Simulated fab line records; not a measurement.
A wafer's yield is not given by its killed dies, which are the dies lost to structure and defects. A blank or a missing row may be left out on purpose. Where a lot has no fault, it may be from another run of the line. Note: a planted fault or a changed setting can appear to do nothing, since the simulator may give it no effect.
Chamber matching | flow n5 finfet | rie diel-05 running N5_HKMG_FIN_ETCH_86: 4 sister chambers
The step etches SOC in N2/H2, stops on TiN, target depth 393.2 nm. 14 wafers are shown with their chamber, then 7 later ones without.

== WAFERS PAIRED WITH THEIR CHAMBERS ==
wafer  | chamber | throttle valve pct (%) | showerhead plenum p Torr (Torr) | oes product au (a.u.)
L076.1 | 3       | 17.73                  | 2.56                            | 0.75
L076.5 | 0       | 18.24                  | 2.41                            | 0.70
L076.6 | 3       | 17.77                  | 2.56                            | 0.74
L079.4 | 3       | 17.75                  | 2.56                            | 0.74
L079.5 | 0       | 18.23                  | 2.41                            | 0.70
L079.6 | 3       | 17.75                  | 2.56                            | 0.74
L085.1 | 2       | 17.35                  | 2.57                            | 0.84
L085.4 | 3       | 17.77                  | 2.56                            | 0.74
L085.5 | 3       | 17.78                  | 2.56                            | 0.74
L090.1 | 1       | 17.58                  | 2.52                            | 0.71
L090.4 | 2       | 17.36                  | 2.57                            | 0.83
L090.5 | 3       | 17.79                  | 2.55                            | 0.73
L091.2 | 0       | 18.27                  | 2.40                            | 0.68
L091.3 | 1       | 17.56                  | 2.51                            | 0.71

SIGNATURES (averages over the wafers above)
reading                  | chamber 0 | chamber 1 | chamber 2 | chamber 3 | scatter within a chamber
throttle valve pct       | 18.2467   | 17.5700   | 17.3550   | 17.7629   | 0.0191
showerhead plenum p Torr | 2.4067    | 2.5150    | 2.5700    | 2.5586    | 0.0045
oes product au           | 0.6933    | 0.7100    | 0.8350    | 0.7400    | 0.00719
Rule: for each reading, subtract the chamber's mean from the wafer's reading, divide by that reading's scatter and square the result; add these up over the readings and take the root, which gives the wafer's distance from the chamber. If the next closest chamber is less than 2 further off than the closest, the wafer can't be placed; otherwise it belongs to the closest. The scatter: take each reading less its chamber's mean, square it, sum over the shown wafers, divide by the number of wafers less the number of chambers, and take the root.

== WAFERS WHOSE CHAMBER IS MISSING ==
wafer  | throttle valve pct (%) | showerhead plenum p Torr (Torr) | oes product au (a.u.)
L091.4 | 17.78                  | 2.55                            | 0.73
L092.2 | 17.78                  | 2.55                            | 0.72
L092.5 | 17.37                  | 2.57                            | 0.83
L092.6 | 17.77                  | 2.55                            | 0.72
L096.3 | 17.81                  | 2.55                            | 0.71
L096.4 | 17.82                  | 2.55                            | 0.72
L096.5 | 17.61                  | 2.51                            | 0.71

== WHICH CHAMBER EACH WENT THROUGH ==
wafer  | from the rows above | in truth
L091.4 | 3                   | 3
L092.2 | 3                   | 3
L092.5 | 2                   | 2
L092.6 | 3                   | 3
L096.3 | 3                   | 3
L096.4 | 3                   | 3
L096.5 | 1                   | 1
Correct placement for 7 of the 7. Number that these rows cannot place: 0. Wrongly placed: 0.
